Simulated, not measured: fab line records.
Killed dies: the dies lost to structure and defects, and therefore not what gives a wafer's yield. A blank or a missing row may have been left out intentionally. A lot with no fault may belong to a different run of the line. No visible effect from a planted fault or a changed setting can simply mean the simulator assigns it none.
Chamber matching ; flow n5-finfet ; N5_BEOL_M4_ETCH_69 on rie-diel-04: 4 sister chambers
The step etches SiARC in CF4, target depth 15.6 nm, time 26 s. 20 wafers are shown with their chamber, then 10 later ones without.

## EACH WAFER AND ITS CHAMBER
wafer;chamber;drypump-motor-current-A (A);showerhead-plenum-p-Torr (Torr);throttle-valve-pct (%)
L078.1;0;5.9;2.13;15.51
L078.2;2;5.7;2.23;15.79
L078.3;3;5.0;2.26;15.25
L078.4;1;5.3;2.09;15.03
L078.5;0;5.9;2.13;15.53
L078.6;1;5.4;2.09;15.01
L079.1;2;5.7;2.22;15.79
L079.2;3;5.0;2.26;15.27
L079.6;2;5.7;2.23;15.80
L082.4;3;5.0;2.26;15.27
L082.5;1;5.4;2.09;15.03
L082.6;2;5.7;2.22;15.81
L083.1;1;5.3;2.09;15.04
L083.2;2;5.7;2.22;15.80
L083.6;3;5.0;2.26;15.27
L088.1;0;5.9;2.12;15.58
L088.4;3;5.0;2.25;15.31
L088.5;0;5.9;2.12;15.56
L090.1;0;5.9;2.12;15.57
L090.2;3;5.0;2.25;15.30

SIGNATURES (averages over the wafers above)
reading;chamber 0;chamber 1;chamber 2;chamber 3;scatter within a chamber
drypump-motor-current-A;5.900;5.350;5.700;5.000;0.025
showerhead-plenum-p-Torr;2.1240;2.0900;2.2240;2.2567;0.00483
throttle-valve-pct;15.5500;15.0275;15.7980;15.2783;0.0204
Rule: a wafer lies at a distance from a chamber equal to the root of the sum of squares, over the readings, of (its reading less the chamber's mean, divided by the reading's scatter). The wafer belongs to the nearest chamber; if the next one is less than 2 further off, it can't be placed. The scatter: the root of (the sum of the squares of (reading less its chamber's mean) over the shown wafers, divided by (wafers less chambers)).

## WAFERS WITHOUT THEIR CHAMBER
wafer;drypump-motor-current-A (A);showerhead-plenum-p-Torr (Torr);throttle-valve-pct (%)
L090.3;5.7;2.22;15.85
L090.4;5.4;2.08;15.08
L090.5;5.4;2.08;15.08
L090.6;5.9;2.12;15.58
L094.1;5.7;2.21;15.87
L094.2;5.0;2.25;15.34
L094.4;5.4;2.08;15.08
L097.1;5.7;2.21;15.87
L097.4;4.9;2.25;15.32
L097.5;5.4;2.08;15.10

## WHICH CHAMBER EACH WENT THROUGH
wafer;from the rows above;in truth
L090.3;2;2
L090.4;1;1
L090.5;1;1
L090.6;0;0
L094.1;2;2
L094.2;3;3
L094.4;1;1
L097.1;2;2
L097.4;3;3
L097.5;1;1
Correct placement for 10 of the 10. Number that these rows cannot place: 0. 0 placed wrongly.
